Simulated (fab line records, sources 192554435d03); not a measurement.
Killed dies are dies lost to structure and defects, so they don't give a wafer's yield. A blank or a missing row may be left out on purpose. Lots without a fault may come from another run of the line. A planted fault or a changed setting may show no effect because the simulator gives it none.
Problem report in the 8D (eight disciplines) form, filled by code | flow n5_finfet | the parts of the form that need people (team, actions taken, sign-off) are left out

1. THE PROBLEM
etch_rf_on_time_s at N5_BEOL_M5_ETCH_67 reads a mean of 15.2 s on 4 wafers of 3 lots; wafers without a fault read 26.0 s with a standard deviation of 0.57. That is -19 standard deviations from the usual mean.
The step: etches SiARC in CF4, target depth 15.6 nm, time 26 s.
First seen on wafer L310.5, day 12 20:25, on rie_diel-04. The record holds 27 wafers of 10 lots with a number at this step. Rule for "out", or "out of limits": more than 4 standard deviations from the usual mean. The other wafers with a number count as sound.

2. WHAT IT IS AND WHAT IT IS NOT
question                    | is                             | is not
which readings at this step | etch_rf_on_time_s              | drypump_motor_current_A, showerhead_plenum_p_Torr, throttle_valve_pct
which lots                  | L310, L312, L314               | L295, L298, L300, L302, L303, L316, L317
which wafers of those lots  | L310.5, L312.1, L314.1, L314.5 | L310.3, L310.4, L312.2
read on which tools         | rie_diel-04                    | rie_diel-01, rie_diel-05
when                        | from day 12 20:25              | up to then (16 sound wafers); but 7 sound wafers of L312, L316, L317 came after

3. SUSPECTS, AND WHAT RULES EACH OUT
Counting: a tool at a process step up to the reading stays a suspect if it ran every lot that is out. Sound lots after the first of them don't rule it out here, since some wafers of a struck lot are sound.
- rie_diel-04 at N5_BEOL_M5_ETCH_67 (etches SiARC in CF4, target depth 15.6 nm, time 26 s): kept. It ran every lot that is out, first L310 (day 12 20:25); its last sound lot up to then is L303 (day 11 05:43). Its own readings are out on those wafers: etch_rf_on_time_s.
Left after counting: rie_diel-04 at N5_BEOL_M5_ETCH_67.

4. THE CAUSE (what the simulator had put in)
Process parameter drift: rie_diel-04, from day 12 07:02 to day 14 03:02, at N5_BEOL_M5_ETCH_67. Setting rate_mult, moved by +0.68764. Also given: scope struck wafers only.
Counting left only this tool.

5. THE CHAIN OF EFFECTS, in route order
Each row: a reading whose mean over the struck wafers that have a number lies more than 3 standard deviations from the usual. Only readings for which the record gives a usual standard deviation are gone through. hours: the time from each lot's start at the first step in this table that gives one to its start at this step, as a median over the lots. sigmas: the change in usual standard deviations.
hours | step               | reading           | usual     | on struck wafers | change | sigmas
0     | N5_BEOL_M5_ETCH_67 | etch_rf_on_time_s | 26.0 s    | 15.2             | -10.8  | -19
0     | N5_BEOL_M5_ETCH_67 | oes_product_au    | 0.68 a.u. | 1.05             | +0.37  | +4.5
The process steps in it:
- N5_BEOL_M5_ETCH_67: etches SiARC in CF4, target depth 15.6 nm, time 26 s.

6. WHAT WOULD HAVE CAUGHT IT SOONER
In this record the first reading out of limits was taken at day 12 20:25, 13 hours after the fault began at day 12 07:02.
